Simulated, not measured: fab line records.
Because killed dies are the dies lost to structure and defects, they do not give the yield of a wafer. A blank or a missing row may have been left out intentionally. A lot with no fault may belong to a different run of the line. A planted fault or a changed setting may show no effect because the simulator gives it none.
Lot-split experiment | flow n5_finfet | 39 wafers read from 7 lots, route of 1938 steps

ON THE SPLIT
At N5_MIM_BOT_ETCH_ETCH_04 (etches SiNx in CF4/O2, target depth 26 nm, time 13 s), the setting time_s was moved away from the recipe's 13 s on 15 of the 39 wafers read, by -56.7% to +36.0%. This setting was run at the recipe's value on the other wafers.

The reading is taken at the split's own step.

THE READING
MIM_BOT_ETCH.cd_offset_nm (the simulator's own value, which no gauge read), in nm, at N5_MIM_BOT_ETCH_ETCH_04 (etches SiNx in CF4/O2, target depth 26 nm, time 13 s). There is no usual value for it anywhere in the file. Here, 24 wafers ran the recipe; their average is -0.0 nm with a standard deviation of 0.13 nm.

wafer  | tool, chamber at the split | time_s as run, s | against the recipe | MIM_BOT_ETCH.cd_offset_nm, nm | against lot-mates on the recipe
L076.1 | rie_diel-05, 1             | 9.825            | -24.4%             | 0.2                           | +0.0
L076.2 | rie_diel-05, 0             | 9.825            | -24.4%             | 0.4                           | +0.2
L076.3 | rie_diel-05, 3             | 13               | recipe             | 0.2                           | -
L076.4 | rie_diel-05, 2             | 13               | recipe             | 0.2                           | -
L076.5 | rie_diel-05, 1             | 9.825            | -24.4%             | 0.2                           | +0.0
L076.6 | rie_diel-05, 0             | 13               | recipe             | 0.2                           | -
L077.1 | rie_diel-05, 0             | 13               | recipe             | 0                             | -
L077.2 | rie_diel-05, 3             | 8.021            | -38.3%             | 0.6                           | +0.6
L077.3 | rie_diel-05, 2             | 8.021            | -38.3%             | 0.4                           | +0.4
L077.4 | rie_diel-05, 1             | 8.021            | -38.3%             | 0.4                           | +0.4
L077.5 | rie_diel-05, 2             | 13               | recipe             | 0                             | -
L077.6 | rie_diel-05, 3             | 13               | recipe             | 0                             | -
L082.1 | rie_diel-06, 1             | 17.68            | +36.0%             | -0.4                          | -0.3
L082.2 | rie_diel-06, 0             | 17.68            | +36.0%             | -0.4                          | -0.3
L082.3 | rie_diel-06, 2             | 17.68            | +36.0%             | -0.2                          | -0.1
L082.4 | rie_diel-06, 3             | 13               | recipe             | 0                             | -
L082.5 | rie_diel-06, 3             | 13               | recipe             | -0.2                          | -
L082.6 | rie_diel-06, 0             | 13               | recipe             | 0                             | -
L092.1 | rie_diel-05, 3             | 5.623            | -56.7%             | 0.6                           | +0.7
L092.2 | rie_diel-05, 0             | 5.623            | -56.7%             | 0.6                           | +0.7
L092.3 | rie_diel-05, 1             | 5.623            | -56.7%             | 0.6                           | +0.7
L092.4 | rie_diel-05, 0             | 13               | recipe             | 0                             | -
L092.5 | rie_diel-05, 1             | 13               | recipe             | -0.2                          | -
L092.6 | rie_diel-05, 3             | 13               | recipe             | 0                             | -
L093.2 | rie_diel-06, 0             | 13               | recipe             | -0.2                          | -
L093.3 | rie_diel-06, 1             | 13               | recipe             | 0                             | -
L093.6 | rie_diel-06, 3             | 13               | recipe             | -0.2                          | -
L091.1 | rie_diel-02, 0             | 9.428            | -27.5%             | 0.4                           | +0.5
L091.2 | rie_diel-02, 1             | 13               | recipe             | -0.2                          | -
L091.3 | rie_diel-02, 3             | 9.428            | -27.5%             | 0.4                           | +0.5
L091.4 | rie_diel-02, 1             | 9.428            | -27.5%             | 0.2                           | +0.3
L091.5 | rie_diel-02, 0             | 13               | recipe             | 0                             | -
L091.6 | rie_diel-02, 3             | 13               | recipe             | 0                             | -
L095.1 | rie_diel-02, 0             | 13               | recipe             | 0                             | -
L095.2 | rie_diel-02, 1             | 13               | recipe             | -0.2                          | -
L095.3 | rie_diel-02, 3             | 13               | recipe             | 0.2                           | -
L095.4 | rie_diel-02, 3             | 13               | recipe             | 0                             | -
L095.5 | rie_diel-02, 1             | 13               | recipe             | -0.2                          | -
L095.6 | rie_diel-02, 0             | 13               | recipe             | 0                             | -

THE FIT
A straight line over all 39 wafers: MIM_BOT_ETCH.cd_offset_nm changes by -0.0109 nm for each +1% of time_s; r = -0.90; the points scatter about the line by 0.12 nm.
The same after taking each lot's own level away (the mean of its wafers on the recipe; 39 wafers): -0.0104 nm for each +1%; r = -0.89; scatter 0.12 nm.
That fit puts the effect of the largest move of time_s on the reading at 0.59 nm.
The lots' own levels span -0.13 to 0.20 nm, that is 2.5 times the standard deviation above.
Consequently the slope shifts little with the lot-to-lot level, the two slopes agreeing.
Check: +0.594 nm against its lot-mates is what the line predicts for one of the wafers moved furthest among these (-56.7%) when that wafer is left out of the fit. It came out at +0.667 nm against them.

ADDITIONAL SPLITS CARRIED BY THESE WAFERS
These wafers also went through other splits before the reading. Each is held against what the fit with the lots' levels taken away leaves over:
other split on the same wafers            | wafers away from the commonest value | r with MIM_BOT_ETCH.cd_offset_nm (lot level and that fit taken away)
N5_BEOL_M11_TRENCH_ETCH_37 target_depth_a | 12                                   | +0.12

THE WHOLE CHAIN: every reading that the file lists as answering this split, in the file's order
step                    | what it does                                         | reading                                                                    | change (the file's fit)                | r (the file's)
N5_MIM_BOT_ETCH_ETCH_04 | etches SiNx in CF4/O2, target depth 26 nm, time 13 s | etch.depth_nm (the simulator's own value, which no gauge read)             | +0.26 nm for each +1% of the setting   | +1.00
N5_MIM_BOT_ETCH_ETCH_04 | etches SiNx in CF4/O2, target depth 26 nm, time 13 s | MIM_BOT_ETCH.cd_offset_nm (the simulator's own value, which no gauge read) | -0.0106 nm for each +1% of the setting | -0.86

FILE'S OWN FIT
MIM_BOT_ETCH.cd_offset_nm changes by -0.0106 nm for each +1% of time_s, r = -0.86.
